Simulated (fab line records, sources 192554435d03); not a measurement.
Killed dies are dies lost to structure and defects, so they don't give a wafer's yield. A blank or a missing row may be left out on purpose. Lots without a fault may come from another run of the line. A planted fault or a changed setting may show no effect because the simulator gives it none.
Which tool did it? | flow n5_finfet | 12 lots, 35 wafers sampled, at 4 steps of a route of 1938

WHAT THE GAUGES READ, wafer by wafer
The record holds no reading of a measuring or inspecting step that can be judged against a usual standard deviation.

WHICH TOOL RAN EACH LOT (tool, then ch and the chambers of the sampled wafers, then the start)
lot  | N5_BEOL_M9_ILD_DEP_00           | N5_PASSIVATION_PRE_CLEAN_19  | N5_PASSIVATION_ETCH_59            | N5_PASSIVATION_PROBE_49
L421 | pecvd-03 ch 0,2, day 9 09:24    | pvd_sputter-02, day 11 18:33 | rie_metal-03 ch 0,1, day 11 19:46 | prober-01, day 12 00:07
L422 | pecvd-01 ch 0,2, day 9 16:57    | pvd_sputter-03, day 12 05:50 | rie_metal-02 ch 1, day 12 07:08   | -
L424 | pecvd-03 ch 0,1,2, day 10 20:41 | pvd_sputter-02, day 13 04:44 | rie_metal-01 ch 0,1, day 13 06:07 | prober-02, day 13 10:52
L426 | pecvd-02 ch 0,2, day 10 22:23   | pvd_sputter-02, day 13 15:05 | rie_metal-02 ch 1, day 13 16:16   | -
L427 | pecvd-03 ch 0,1,2, day 11 12:41 | pvd_sputter-01, day 14 01:56 | rie_metal-01 ch 0,1, day 14 03:17 | -
L428 | pecvd-03 ch 1,2, day 11 17:11   | pvd_sputter-01, day 14 07:53 | rie_metal-02 ch 0,1, day 14 09:22 | -
L431 | pecvd-03 ch 1,2, day 12 06:32   | pvd_sputter-01, day 14 19:16 | rie_metal-01 ch 0,1, day 14 20:40 | prober-02, day 15 01:03
L437 | pecvd-01 ch 1,2, day 13 13:08   | pvd_sputter-02, day 16 04:32 | rie_metal-02 ch 0,1, day 16 05:53 | prober-02, day 16 10:22
L438 | pecvd-02 ch 0,1,2, day 13 19:39 | pvd_sputter-02, day 16 07:53 | rie_metal-01 ch 0,1, day 16 09:30 | prober-01, day 16 13:56
L442 | pecvd-01 ch 0,2, day 14 14:38   | pvd_sputter-03, day 17 00:41 | rie_metal-03 ch 0,1, day 17 01:55 | prober-02, day 17 06:54
L441 | pecvd-02 ch 0,2, day 14 16:43   | pvd_sputter-01, day 17 04:40 | rie_metal-03 ch 0,1, day 17 05:53 | prober-01, day 17 10:18
L443 | pecvd-01 ch 0,1,2, day 15 09:46 | pvd_sputter-03, day 17 18:41 | rie_metal-01 ch 0,1, day 17 19:56 | prober-01, day 18 00:24
- N5_BEOL_M9_ILD_DEP_00: deposits SiCOH lowk from DEMS/porogen, target thk 308.51 nm, time 58 s.
- N5_PASSIVATION_PRE_CLEAN_19
- N5_PASSIVATION_ETCH_59: etches TaN in Cl2/BCl3, target depth 65 nm, time 34.9 s.
- N5_PASSIVATION_PROBE_49

WHAT THE TOOLS THEMSELVES READ (means of the sampled wafers that have a number; where no wafer has one, the mark that the record gives instead)
N5_BEOL_M9_ILD_DEP_00.
lot  | tool     | chamber_pressure_Torr (Torr) | heater_power_w (W) | showerhead_plenum_p_Torr (Torr) | susceptor_temp_C (C) | throttle_valve_pct (%)
L421 | pecvd-03 | 4.994                        | 291                | 5.758                           | 299.97               | 12.9
L422 | pecvd-01 | 4.999                        | 337                | 5.745                           | 299.72               | 13.2
L424 | pecvd-03 | 5.003                        | 339                | 5.747                           | 299.92               | 13.5
L426 | pecvd-02 | 5.003                        | 331                | 5.744                           | 299.81               | 13.9
L427 | pecvd-03 | 4.999                        | 317                | 5.753                           | 299.99               | 13.4
L428 | pecvd-03 | 4.999                        | 329                | 5.764                           | 299.89               | 13.8
L431 | pecvd-03 | 4.996                        | 312                | 5.754                           | 299.92               | 13.4
L437 | pecvd-01 | 5.002                        | 379                | 5.703                           | 299.81               | 12.9
L438 | pecvd-02 | 5.004                        | 326                | 5.744                           | 299.86               | 14.1
L442 | pecvd-01 | 5.004                        | 348                | 5.746                           | 299.93               | 13.5
L441 | pecvd-02 | 5.009                        | 349                | 5.748                           | 300.01               | 13.3
L443 | pecvd-01 | 5.003                        | 378                | 5.727                           | 300.02               | 13.3

N5_PASSIVATION_PRE_CLEAN_19.
lot  | tool           | heater_power_w (W)
L421 | pvd_sputter-02 | 460
L422 | pvd_sputter-03 | 476
L424 | pvd_sputter-02 | 455
L426 | pvd_sputter-02 | 464
L427 | pvd_sputter-01 | 437
L428 | pvd_sputter-01 | 441
L431 | pvd_sputter-01 | 424
L437 | pvd_sputter-02 | 457
L438 | pvd_sputter-02 | 459
L442 | pvd_sputter-03 | 460
L441 | pvd_sputter-01 | 426
L443 | pvd_sputter-03 | 466

N5_PASSIVATION_ETCH_59.
lot  | tool         | drypump_motor_current_A (A) | oes_product_au (a.u.) | throttle_valve_pct (%)
L421 | rie_metal-03 | 5.3                         | 0.89                  | 21.23
L422 | rie_metal-02 | 5.6                         | 0.79                  | 21.03
L424 | rie_metal-01 | 5.8                         | 0.86                  | 21.22
L426 | rie_metal-02 | 5.6                         | 0.77                  | 21.04
L427 | rie_metal-01 | 5.8                         | 0.85                  | 21.23
L428 | rie_metal-02 | 5.5                         | 0.78                  | 21.09
L431 | rie_metal-01 | 6.0                         | 0.82                  | 21.17
L437 | rie_metal-02 | 5.5                         | 0.78                  | 21.09
L438 | rie_metal-01 | 6.0                         | 0.80                  | 21.18
L442 | rie_metal-03 | 5.3                         | 0.83                  | 21.27
L441 | rie_metal-03 | 5.4                         | 0.82                  | 21.40
L443 | rie_metal-01 | 6.0                         | 0.79                  | 21.19

N5_PASSIVATION_PROBE_49.
lot  | tool      | defect_limited_yield (%) | killed_at_M0_to_M3 | killed_at_M4_up | killed_at_contacts | killed_at_front_end | killed_at_other | killed_dies | killed_on_rim | killed_open | killed_short | sort_bin_4_leakage (%) | sort_bin_5_function (%) | sort_bin_6_memory (%) | sort_bin_8_speed (%) | sort_n_pass | sort_yield_pct (%)
L421 | prober-01 | 92.9                     | 31                 | 9               | 8                  | 33                  | 3               | 84          | 10            | 58          | 25           | 0.00                   | 4.1                     | 2.9                   | 0.0                  | 1096        | 92.9
L424 | prober-02 | 91.2                     | 34                 | 16              | 11                 | 35                  | 6               | 103         | 11            | 64          | 36           | 0.00                   | 5.4                     | 3.1                   | 0.1                  | 1076        | 91.2
L431 | prober-02 | 90.5                     | 35                 | 33              | 7                  | 34                  | 3               | 112         | 18            | 57          | 34           | 0.00                   | 5.7                     | 3.2                   | 0.0                  | 1068        | 90.5
L437 | prober-02 | 90.5                     | 35                 | 13              | 12                 | 50                  | 2               | 112         | 12            | 72          | 39           | 0.00                   | 5.8                     | 3.4                   | 0.0                  | 1068        | 90.5
L438 | prober-01 | 90.0                     | 42                 | 7               | 9                  | 56                  | 3               | 118         | 16            | 85          | 33           | 0.00                   | 5.5                     | 4.2                   | 0.0                  | 1062        | 90.0
L442 | prober-02 | 89.5                     | 52                 | 10              | 18                 | 38                  | 6               | 124         | 17            | 74          | 48           | 0.00                   | 5.8                     | 4.2                   | 0.0                  | 1056        | 89.5
L441 | prober-01 | 91.7                     | 24                 | 8               | 8                  | 49                  | 9               | 98          | 15            | 65          | 33           | 0.00                   | 5.1                     | 3.1                   | 0.0                  | 1082        | 91.7
L443 | prober-01 | 93.8                     | 18                 | 11              | 11                 | 30                  | 4               | 74          | 10            | 45          | 27           | 0.00                   | 3.5                     | 2.4                   | 0.0                  | 1106        | 93.8

THE ANSWER, worked out from the rows above alone
Rule: what is usual is taken from the lots themselves. Put in order of their means at a reading, lots are off if they are a third of the lots or fewer, leave a main group of 4 or more, and stand apart from it by a gap of 3 or more times the standard deviation of the main group's means; of several such gaps the widest counts. A main group whose means are all the same, to the digits that the tables above print for the reading, isn't used. A lot without any number at a reading at which 4 lots or more have one is off too. The other lots that the step has rows for count as sound. The gauges are gone through in route order, then the tools' own readings, and for those a lot's mean is taken as printed above. The first step at which some lot is off is used, and at that step the reading that is off furthest; a lot without a number counts as furthest.
Off: L431, at N5_PASSIVATION_PROBE_49 (killed_at_M4_up). The main group: mean 11, standard deviation 2.9. Neither off nor sound, because the step has no rows for them: L422, L426, L427, L428.
A tool fits if, at that step or a process step before it, it ran every lot that is off, and no sound lot after the first of them. One fits: pecvd-03 at N5_BEOL_M9_ILD_DEP_00. Its last sound lot is L424 (day 10 20:41), its first lot that is off L431 (day 12 06:32): a fault that began between those two fits.

WHAT THE SIMULATOR HAD PUT IN
Chamber particle source: pecvd-03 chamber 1, from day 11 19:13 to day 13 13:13, at N5_BEOL_M9_ILD_DEP_00. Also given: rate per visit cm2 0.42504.
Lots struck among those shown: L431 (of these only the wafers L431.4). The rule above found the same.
